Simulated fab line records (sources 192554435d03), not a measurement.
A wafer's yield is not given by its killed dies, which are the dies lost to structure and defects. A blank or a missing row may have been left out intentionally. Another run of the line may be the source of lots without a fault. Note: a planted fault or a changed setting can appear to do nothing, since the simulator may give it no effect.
fab line records	flow n5Finfet	part 1 of 2: steps 1 to 16 of 26
record lots=5	wafers=15	lastDay=16
route steps=1938 shown GATE_CUT@494 MOL_CONTACT_COAG@517
lots with no fault: from the same line, run without faults
startH: hours from the record's opening day to when the first of the lot's shown wafers began	waitH: time in hours since the lot's previous step	" unchanged from the row above	L1.1+2: a single row standing in for several wafers	- either no value or no given start	* or withheld: withheld	< > ~ a bound
route shown NAME@n: names a module that has steps shown in the file, with the first one's number in the route	usual: mean/standard deviation taken from wafers without a fault	same: alike in all rows	chamber/n: place in a boat	sites: the reading at each site	_std_site: standard deviation across them	_edge_site: the outer-site mean with the inner-site mean subtracted	radiusMm: how far each site lies from the wafer's centre	mask NAME#n: copy n	behind: the tool/chamber that last shaped the wafer	hold: reason for holding the lot/hours on hold/outcome of the hold	device: whichever transistor did not switch (one of n, p or np)	end of line: the tests these same wafers got at the end of their route	a step given without rows: its recipe and nothing more	killed: count of dies lost to structure and defects at first sort (not the wafer's yield)	map: a wafer's dies, x killed, . not, _ none there
set.NAME: the setting the step ran with; set.NAME@STEP: the setting that earlier step ran with	model.NAME: the simulator's own value behind a step, which no gauge read
lots at some steps of the route; a table a step, a row a wafer
services: the hour from which a tool's chamber was out of use, counted from the record's first day as startH (under 0 if before that day), plus the number of hours and why
## steps
# step N5_GATE_CUT_STRIP_38
# recipe chemistry=N2/H2	tempC=40	n2FlowSccm=200	h2FlowSccm=200	rfFrequencyHz=6e+07
lot.wafer	tool	chamber	startH	waitH
L076.2+3+6	rieDiel-05	3,2,2	96.87	0.1
L078.3+4+6	rieDiel-03	0,2,2	115.44	0.0
L088.1+2+4	rieDiel-05	3,0,1	168.52	0.0
L089.4+5+6	rieDiel-03	2,1,2	173.78	0.0
L092.4+5+6	rieDiel-06	3,2,0	192.08	0.0
# step N5_GATE_CUT_STRIP_39
# recipe chemistry=N2/H2	tempC=40	n2FlowSccm=200	h2FlowSccm=200	rfFrequencyHz=6e+07
lot.wafer	tool	chamber	startH	waitH
L076.2+3+6	rieDiel-05	3,2,2	96.89	0.0
L078.3+4+6	rieDiel-03	0,2,2	115.45	0.0
L088.1+2+4	rieDiel-05	3,0,1	168.53	0.0
L089.4+5+6	rieDiel-03	2,1,2	173.79	0.0
L092.4+5+6	rieDiel-06	3,2,0	192.09	0.0
# step N5_GATE_CUT_HM_OPEN_40
# recipe chemistry=C4F6/O2	target=SiO2	maskMaterial=SiARC	targetDepthA=1390	timeS=85.1	ionEnergyEv=250	pressureMtorr=30	sourceW=345	biasW=185	Ar_flow_sccm=300	C4F6_flow_sccm=10	O2_flow_sccm=10	ends=cleared
# usual biasW=185.1/0.55	drypumpMotorCurrentA=5.38/0.28	etchRfOnTimeS=93.7/1.9	oes_o_777_au=0.75/0.07	oesProductAu=0.68/0.07	rfVppV=671/9.9	showerheadPlenumPTorr=2.89/0.076	throttleValvePct=20.97/0.21
lot.wafer	tool	chamber	startH	waitH	biasW	drypumpMotorCurrentA	etchRfOnTimeS	oes_o_777_au	oesProductAu	rfHoursCounterH	rfVppV	showerheadPlenumPTorr	throttleValvePct
L076.2	rieDiel-05	3	96.90	0.0	186.1	5.33	92.7	0.72	0.68	135	672	2.85	20.97
L076.3	"	2	"	"	184.1	5.69	92.6	0.73	0.64	-	655	2.94	21.05
L076.6	"	2	"	"	183.5	5.69	95.1	0.73	0.64	-	655	2.95	21.04
L078.3	rieDiel-03	0	115.46	0.0	184.3	5.92	95.7	0.72	0.65	171	669	2.83	20.61
L078.4	"	2	"	"	184.8	5.24	96.8	0.71	0.62	209	661	2.82	21.04
L078.6	"	2	"	"	185.1	5.27	95.6	0.72	0.62	-	660	2.82	21.03
L088.1	rieDiel-05	3	168.54	0.0	184.1	5.29	93.9	0.71	0.68	155	671	2.84	21.00
L088.2	"	0	"	"	185.4	5.04	96.7	0.65	0.61	246	658	2.92	21.31
L088.4	"	1	"	"	185.2	5.46	93.6	0.91	0.85	-	667	2.79	20.47
L089.4	rieDiel-03	2	173.80	0.0	184.8	5.25	95.9	0.70	0.62	227	660	2.81	21.06
L089.5	"	1	"	"	185.3	5.30	94.6	0.80	0.74	-	667	3.03	21.01
L089.6	"	2	"	"	185.4	5.22	97.6	0.70	0.62	-	661	2.81	21.07
L092.4	rieDiel-06	3	192.12	0.0	184.8	5.32	96.0	0.72	0.64	-	687	2.84	21.13
L092.5	"	2	"	"	185.0	5.92	93.9	0.75	0.67	-	664	2.82	21.23
L092.6	"	0	"	"	185.1	5.11	93.8	0.74	0.66	-	676	2.96	20.87
# step N5_GATE_CUT_STRIP_41
# recipe chemistry=CF4	resist=SiARC	powerW=300	biasPowerW=75	pressureMtorr=50	cf4FlowSccm=150	rfFrequencyHz=6e+07
# usual drypumpMotorCurrentA=5.37/0.28	oesProductAu=0.174/0.017	rfVppV=271.6/1.3	showerheadPlenumPTorr=1.82/0.044	throttleValvePct=13.63/0.25
lot.wafer	tool	chamber	startH	waitH	drypumpMotorCurrentA	oesProductAu	rfHoursCounterH	rfVppV	showerheadPlenumPTorr	throttleValvePct
L076.2	rieDiel-05	3	96.99	0.1	5.33	0.171	135	270.6	1.78	13.52
L076.3	"	2	"	"	5.68	0.164	-	271.2	1.83	13.62
L076.6	"	2	"	"	5.69	0.165	-	272.6	1.83	13.63
L078.3	rieDiel-03	0	115.52	0.0	5.94	0.169	171	271.1	1.77	13.35
L078.4	"	2	"	"	5.26	0.156	209	271.0	1.78	13.78
L078.6	"	2	"	"	5.26	0.159	-	272.3	1.78	13.76
L088.1	rieDiel-05	3	168.61	0.0	5.31	0.174	155	271.9	1.77	13.58
L088.2	"	0	"	"	5.02	0.156	246	270.9	1.84	14.00
L088.4	"	1	"	"	5.42	0.221	-	272.1	1.76	13.06
L089.4	rieDiel-03	2	173.86	0.0	5.24	0.158	227	270.2	1.77	13.82
L089.5	"	1	"	"	5.27	0.183	-	273.3	1.91	13.52
L089.6	"	2	"	"	5.26	0.163	-	270.6	1.77	13.81
L092.4	rieDiel-06	3	192.16	0.0	5.34	0.162	-	271.4	1.80	13.81
L092.5	"	2	"	"	5.88	0.168	-	271.4	1.79	13.96
L092.6	"	0	"	"	5.08	0.171	-	272.7	1.85	13.48
# step N5_GATE_CUT_STRIP_42
# recipe chemistry=O2	powerW=400	tempC=40	pressureMtorr=30	rfFrequencyHz=6e+07	biasPowerW=0	overashFraction=0.3	o2FlowSccm=225
# usual drypumpMotorCurrentA=5.37/0.28	oesProductAu=0.75/0.077	rfVppV=3.6/0.46	showerheadPlenumPTorr=2.13/0.052	throttleValvePct=16.70/0.21
lot.wafer	tool	chamber	startH	waitH	drypumpMotorCurrentA	oesProductAu	rfHoursCounterH	rfVppV	showerheadPlenumPTorr	throttleValvePct
L076.2	rieDiel-05	3	97.02	0.0	5.33	0.77	135	4.3	2.10	16.67
L076.3	"	2	"	"	5.69	0.70	-	4.3	2.15	16.69
L076.6	"	2	"	"	5.68	0.70	-	4.3	2.15	16.68
L078.3	rieDiel-03	0	115.54	0.0	5.92	0.73	171	3.7	2.09	16.44
L078.4	"	2	"	"	5.25	0.69	209	3.6	2.08	16.85
L078.6	"	2	"	"	5.26	0.69	-	4.3	2.08	16.85
L088.1	rieDiel-05	3	168.63	0.0	5.31	0.75	155	3.5	2.09	16.71
L088.2	"	0	"	"	5.04	0.68	246	4.3	2.13	16.92
L088.4	"	1	"	"	5.47	0.94	-	3.8	2.06	16.23
L089.4	rieDiel-03	2	173.88	0.0	5.23	0.68	227	3.0	2.08	16.87
L089.5	"	1	"	"	5.28	0.82	-	4.0	2.22	16.60
L089.6	"	2	"	"	5.28	0.68	-	3.8	2.08	16.89
L092.4	rieDiel-06	3	192.19	0.0	5.31	0.70	-	3.8	2.09	16.86
L092.5	"	2	"	"	5.92	0.73	-	4.4	2.09	17.04
L092.6	"	0	"	"	5.07	0.74	-	3.2	2.19	16.66
# step N5_GATE_CUT_ETCH_19
# recipe chemistry=CH3F/O2	target=SiNx	maskMaterial=SiO2	targetDepthA=537	timeS=76.7	pressureMtorr=30	sourceW=395	biasW=73	Ar_flow_sccm=150	CH3F_flow_sccm=30	O2_flow_sccm=20	ionEnergyEv=120	ends=cleared
# usual biasW=72.99/0.2	drypumpMotorCurrentA=5.38/0.28	etchRfOnTimeS=77.0/1.3	oes_o_777_au=0.75/0.071	oesProductAu=0.64/0.066	rfVppV=300/4.5	showerheadPlenumPTorr=2.03/0.055	throttleValvePct=16.39/0.22
lot.wafer	tool	chamber	startH	waitH	biasW	drypumpMotorCurrentA	etchRfOnTimeS	oes_o_777_au	oesProductAu	rfHoursCounterH	rfVppV	showerheadPlenumPTorr	throttleValvePct
L076.2	rieDiel-05	3	97.08	0.0	73.21	5.31	75.3	0.75	0.65	135	300	2.00	16.34
L076.3	"	2	"	"	72.86	5.71	75.0	0.73	0.61	-	292	2.07	16.44
L076.6	"	2	"	"	73.24	5.66	75.2	0.72	0.61	-	294	2.07	16.46
L078.3	rieDiel-03	0	115.58	0.0	72.92	5.92	78.7	0.72	0.62	171	298	1.99	16.10
L078.4	"	2	"	"	72.97	5.26	77.9	0.70	0.59	209	294	1.98	16.49
L078.6	"	2	"	"	73.01	5.26	77.5	0.70	0.59	-	295	1.98	16.49
L088.1	rieDiel-05	3	168.67	0.0	72.59	5.31	76.2	0.73	0.63	155	301	1.99	16.40
L088.2	"	0	"	"	72.97	5.02	78.9	0.68	0.57	246	294	2.05	16.72
L088.4	"	1	"	"	73.32	5.44	75.2	0.92	0.80	-	299	1.95	15.84
L089.4	rieDiel-03	2	173.92	0.0	73.33	5.25	77.5	0.69	0.59	227	294	1.98	16.52
L089.5	"	1	"	"	73.01	5.28	75.8	0.80	0.71	-	297	2.13	16.32
L089.6	"	2	"	"	73.15	5.23	77.8	0.69	0.58	-	296	1.98	16.52
L092.4	rieDiel-06	3	192.26	0.0	73.23	5.34	78.6	0.73	0.61	-	305	1.99	16.52
L092.5	"	2	"	"	73.19	5.89	78.0	0.76	0.62	-	299	1.98	16.64
L092.6	"	0	"	"	73.42	5.11	75.8	0.74	0.63	-	301	2.09	16.31
# step N5_GATE_CUT_CUT_ETCH_53
# recipe chemistry=SF6/Cl2	target=W	maskMaterial=SiO2	targetDepthA=792	pressureMtorr=8	icpW=900	biasW=80	SF6_flow_sccm=40	Cl2_flow_sccm=60	ends=cleared
# usual SF6_flow_sccm=39.99/0.13	biasW=79.98/0.25	drypumpMotorCurrentA=5.7/0.36	etchRfOnTimeS=25.9/0.57	oesProductAu=0.71/0.12	throttleValvePct=28.91/0.29
lot.wafer	tool	chamber	startH	waitH	SF6_flow_sccm	biasW	drypumpMotorCurrentA	etchRfOnTimeS	oesProductAu	rfHoursCounterH	throttleValvePct
L076.2	rieMetal-03	0	97.23	0.1	40.21	80.53	5.9	26.8	0.53	135	28.67
L076.3	"	1	"	"	39.77	79.75	5.6	26.0	0.66	-	29.16
L076.6	"	0	"	"	40.09	80.39	5.9	26.6	0.53	-	28.67
L078.3	rieMetal-03	0	115.71	0.1	40.10	79.96	5.9	27.0	0.52	-	28.66
L078.4	"	1	"	"	39.92	80.40	5.6	26.4	0.64	-	29.16
L078.6	"	0	"	"	40.14	79.80	6.0	26.8	0.52	-	28.68
L088.1	rieMetal-01	0	168.77	0.1	39.96	79.46	6.1	25.2	0.84	7	28.60
L088.2	"	1	"	"	40.12	80.04	5.7	26.0	0.81	14	29.26
L088.4	"	0	"	"	40.12	79.49	6.1	25.2	0.85	-	28.60
L089.4	rieMetal-03	1	174.09	0.1	39.78	79.85	5.5	26.3	0.64	-	29.16
L089.5	"	1	"	"	39.86	80.22	5.5	26.2	0.64	-	29.16
L089.6	"	1	"	"	40.04	79.69	5.5	26.6	0.63	-	29.17
L092.4	rieMetal-01	1	192.34	0.0	39.88	80.08	5.7	26.2	0.80	-	29.27
L092.5	"	1	"	"	40.15	79.82	5.7	26.4	0.79	-	29.27
L092.6	"	0	"	"	40.04	80.02	6.1	25.3	0.83	-	28.59
# step N5_GATE_CUT_CUT_ETCH_54
# recipe chemistry=Cl2/BCl3	target=TiN	maskMaterial=SiO2	targetDepthA=967	pressureMtorr=10	icpW=1000	biasW=126	Cl2_flow_sccm=53.25	bcl3FlowSccm=21.75	Ar_flow_sccm=25	ends=cleared
# usual biasW=126.1/0.35	drypumpMotorCurrentA=5.7/0.36	etchRfOnTimeS=36.3/0.77	oesProductAu=0.71/0.12	throttleValvePct=22.31/0.24
lot.wafer	tool	chamber	startH	waitH	biasW	drypumpMotorCurrentA	etchRfOnTimeS	oesProductAu	rfHoursCounterH	throttleValvePct
L076.2	rieMetal-03	0	97.29	0.0	126.0	5.9	37.1	0.53	135	22.23
L076.3	"	1	"	"	126.0	5.6	36.5	0.65	-	22.54
L076.6	"	0	"	"	126.2	6.0	37.2	0.53	-	22.22
L078.3	rieMetal-03	0	115.77	0.0	126.4	5.9	37.7	0.52	-	22.24
L078.4	"	1	"	"	125.6	5.5	36.7	0.65	-	22.56
L078.6	"	0	"	"	126.6	5.9	37.3	0.53	-	22.24
L088.1	rieMetal-01	0	168.83	0.0	126.6	6.1	35.4	0.84	7	22.00
L088.2	"	1	"	"	126.1	5.7	36.3	0.81	14	22.57
L088.4	"	0	"	"	126.1	6.1	35.4	0.84	-	22.01
L089.4	rieMetal-03	1	174.21	0.1	125.7	5.6	37.4	0.63	-	22.57
L089.5	"	1	"	"	126.0	5.6	37.3	0.63	-	22.58
L089.6	"	1	"	"	126.2	5.5	36.8	0.64	-	22.56
L092.4	rieMetal-01	1	192.40	0.0	126.8	5.7	36.4	0.80	-	22.57
L092.5	"	1	"	"	126.6	5.7	36.5	0.81	-	22.59
L092.6	"	0	"	"	126.0	6.1	35.1	0.84	-	22.01
# step N5_GATE_CUT_CUT_ETCH_55
# recipe chemistry=BCl3	target=HfO2	maskMaterial=SiO2	targetDepthA=32	ionEnergyEv=30	pressureMtorr=5	icpW=450	biasW=18	bcl3FlowSccm=80
# usual biasW=18.00/0.05	drypumpMotorCurrentA=5.7/0.36	oesProductAu=0.78/0.13	throttleValvePct=33.0/0.54
lot.wafer	tool	chamber	startH	waitH	biasW	drypumpMotorCurrentA	oesProductAu	rfHoursCounterH	throttleValvePct
L076.2	rieMetal-03	0	97.35	0.0	18.02	5.9	0.58	135	32.8
L076.3	"	1	"	"	17.99	5.6	0.73	-	33.6
L076.6	"	0	"	"	18.15	5.9	0.59	-	32.8
L078.3	rieMetal-03	0	115.82	0.0	18.01	6.0	0.58	-	32.8
L078.4	"	1	"	"	17.99	5.6	0.71	-	33.6
L078.6	"	0	"	"	18.07	6.0	0.58	-	32.8
L088.1	rieMetal-01	0	168.89	0.0	18.03	6.1	0.91	7	32.3
L088.2	"	1	"	"	17.95	5.7	0.89	14	33.6
L088.4	"	0	"	"	18.00	6.1	0.91	-	32.3
L089.4	rieMetal-03	1	174.30	0.1	17.99	5.5	0.71	-	33.6
L089.5	"	1	"	"	17.94	5.5	0.70	-	33.6
L089.6	"	1	"	"	18.02	5.5	0.71	-	33.6
L092.4	rieMetal-01	1	192.45	0.0	18.10	5.7	0.88	-	33.6
L092.5	"	1	"	"	18.05	5.7	0.90	-	33.7
L092.6	"	0	"	"	18.04	6.1	0.90	-	32.3
# step N5_GATE_CUT_ETCH_47
# recipe chemistry=Cl2/BCl3	target=SiO2	targetDepthA=100	pressureMtorr=10	icpW=1000	biasW=126	Cl2_flow_sccm=53.25	bcl3FlowSccm=21.75	Ar_flow_sccm=25
# usual biasW=126.0/0.37	drypumpMotorCurrentA=5.7/0.36	oesProductAu=0.78/0.13	throttleValvePct=22.85/0.24
lot.wafer	tool	chamber	startH	waitH	biasW	drypumpMotorCurrentA	oesProductAu	rfHoursCounterH	throttleValvePct
L076.2	rieMetal-03	0	97.38	0.0	126.3	6.0	0.59	135	22.75
L076.3	"	1	"	"	126.2	5.5	0.73	-	23.11
L076.6	"	0	"	"	126.1	6.0	0.59	-	22.74
L078.3	rieMetal-03	0	115.85	0.0	125.9	6.0	0.58	-	22.74
L078.4	"	1	"	"	126.3	5.5	0.71	-	23.09
L078.6	"	0	"	"	126.7	5.9	0.59	-	22.77
L088.1	rieMetal-01	0	168.92	0.0	126.2	6.1	0.91	7	22.58
L088.2	"	1	"	"	124.9	5.7	0.90	14	23.12
L088.4	"	0	"	"	125.7	6.1	0.93	-	22.56
L089.4	rieMetal-03	1	174.36	0.1	126.2	5.5	0.70	-	23.11
L089.5	"	1	"	"	126.0	5.5	0.71	-	23.11
L089.6	"	1	"	"	125.8	5.5	0.70	-	23.10
L092.4	rieMetal-01	1	192.48	0.0	125.9	5.7	0.89	-	23.12
L092.5	"	1	"	"	125.4	5.7	0.89	-	23.13
L092.6	"	0	"	"	126.4	6.1	0.91	-	22.57
# step N5_GATE_CUT_VAPOR_ETCH_48
# recipe chemistry=BCl3/Cl2	target=TiN	mode=isotropic
# usual drypumpMotorCurrentA=5.7/0.36	oesProductAu=0.78/0.13
lot.wafer	tool	chamber	startH	waitH	drypumpMotorCurrentA	oesProductAu
L076.2	rieMetal-03	0	97.41	0.0	6.0	0.59
L076.3	"	1	"	"	5.6	0.72
L076.6	"	0	"	"	6.0	0.58
L078.3	rieMetal-03	0	115.88	0.0	6.0	0.58
L078.4	"	1	"	"	5.5	0.72
L078.6	"	0	"	"	5.9	0.59
L088.1	rieMetal-01	0	168.95	0.0	6.1	0.92
L088.2	"	1	"	"	5.7	0.89
L088.4	"	0	"	"	6.1	0.92
L089.4	rieMetal-03	1	174.42	0.1	5.5	0.70
L089.5	"	1	"	"	5.5	0.70
L089.6	"	1	"	"	5.5	0.70
L092.4	rieMetal-01	1	192.51	0.0	5.7	0.88
L092.5	"	1	"	"	5.7	0.89
L092.6	"	0	"	"	6.1	0.90
# step N5_GATE_CUT_VAPOR_ETCH_49
# recipe chemistry=BCl3/Cl2	target=TiAlC	mode=isotropic
# usual drypumpMotorCurrentA=5.7/0.36	oesProductAu=0.78/0.13
lot.wafer	tool	chamber	startH	waitH	drypumpMotorCurrentA	oesProductAu
L076.2	rieMetal-03	0	97.44	0.0	6.0	0.59
L076.3	"	1	"	"	5.5	0.72
L076.6	"	0	"	"	5.9	0.59
L078.3	rieMetal-03	0	115.91	0.0	6.0	0.58
L078.4	"	1	"	"	5.5	0.71
L078.6	"	0	"	"	6.0	0.58
L088.1	rieMetal-01	0	168.98	0.0	6.1	0.91
L088.2	"	1	"	"	5.7	0.89
L088.4	"	0	"	"	6.1	0.91
L089.4	rieMetal-03	1	174.48	0.1	5.5	0.71
L089.5	"	1	"	"	5.6	0.70
L089.6	"	1	"	"	5.5	0.70
L092.4	rieMetal-01	1	192.54	0.0	5.7	0.89
L092.5	"	1	"	"	5.7	0.90
L092.6	"	0	"	"	6.1	0.90
# step N5_GATE_CUT_VAPOR_ETCH_51
# recipe chemistry=BCl3/Cl2	target=HfO2	mode=isotropic
# usual drypumpMotorCurrentA=5.7/0.36	oesProductAu=0.78/0.13
lot.wafer	tool	chamber	startH	waitH	drypumpMotorCurrentA	oesProductAu
L076.2	rieMetal-03	0	97.47	0.0	5.9	0.59
L076.3	"	1	"	"	5.5	0.72
L076.6	"	0	"	"	6.0	0.58
L078.3	rieMetal-03	0	115.94	0.0	5.9	0.58
L078.4	"	1	"	"	5.6	0.72
L078.6	"	0	"	"	6.0	0.59
L088.1	rieMetal-01	0	169.01	0.0	6.1	0.90
L088.2	"	1	"	"	5.7	0.90
L088.4	"	0	"	"	6.1	0.91
L089.4	rieMetal-03	1	174.54	0.1	5.6	0.70
L089.5	"	1	"	"	5.6	0.70
L089.6	"	1	"	"	5.6	0.70
L092.4	rieMetal-01	1	192.57	0.0	5.7	0.88
L092.5	"	1	"	"	5.7	0.89
L092.6	"	0	"	"	6.1	0.91
# step N5_GATE_CUT_STRIP_21
# recipe chemistry=N2/H2	timeS=30	powerW=1000	tempC=250	pressureMtorr=withheld	n2FlowSccm=1750	h2FlowSccm=3250
# usual drypumpMotorCurrentA=5.7/0.55	heaterPowerW=354/41
lot.wafer	tool	chamber	startH	waitH	drypumpMotorCurrentA	heaterPowerW	rfHoursCounterH
L076.2	plasmaAsher-02	1	97.53	0.0	5.6	348	94
L076.3	"	1	"	"	5.6	343	-
L076.6	"	1	"	"	5.6	340	-
L078.3	plasmaAsher-02	1	116.00	0.1	5.6	342	-
L078.4	"	0	"	"	4.8	326	-
L078.6	"	1	"	"	5.6	332	-
L088.1	plasmaAsher-01	0	169.06	0.0	6.3	424	56
L088.2	"	1	"	"	6.0	327	56
L088.4	"	1	"	"	6.0	332	-
L089.4	plasmaAsher-02	1	174.61	0.1	5.6	337	-
L089.5	"	1	"	"	5.6	341	-
L089.6	"	0	"	"	4.8	327	-
L092.4	plasmaAsher-01	0	192.63	0.1	6.2	417	-
L092.5	"	1	"	"	6.0	338	-
L092.6	"	0	"	"	6.2	429	-
# step N5_GATE_CUT_STRIP_29
# recipe chemistry=postEtchResidueRemover	timeS=60	tempC=25	removerPh=withheld	removerWaterWtPct=withheld	removerFluorideWtPct=withheld
lot.wafer	tool	chamber	startH	waitH
L076.2+3+6	wetBench-02	2,1,6	97.61	0.1
L078.3+4+6	wetBench-05	5,4,3	116.07	0.0
L088.1+2+4	wetBench-02	2,5,1	169.16	0.1
L089.4+5+6	wetBench-03	0,7,4	174.68	0.1
L092.4+5+6	wetBench-03	5,0,1	192.70	0.0
# step N5_GATE_CUT_SRD_52
# recipe dry=ipaMarangoni	timeS=30	tempC=23	rinseLiquid=diw
lot.wafer	tool	chamber	startH	waitH
L076.2+3+6	wetBench-02	2,1,6	97.63	0.0
L078.3+4+6	wetBench-05	5,4,3	116.09	0.0
L088.1+2+4	wetBench-02	2,5,1	169.18	0.0
L089.4+5+6	wetBench-03	0,7,4	174.70	0.0
L092.4+5+6	wetBench-03	5,0,1	192.72	0.0
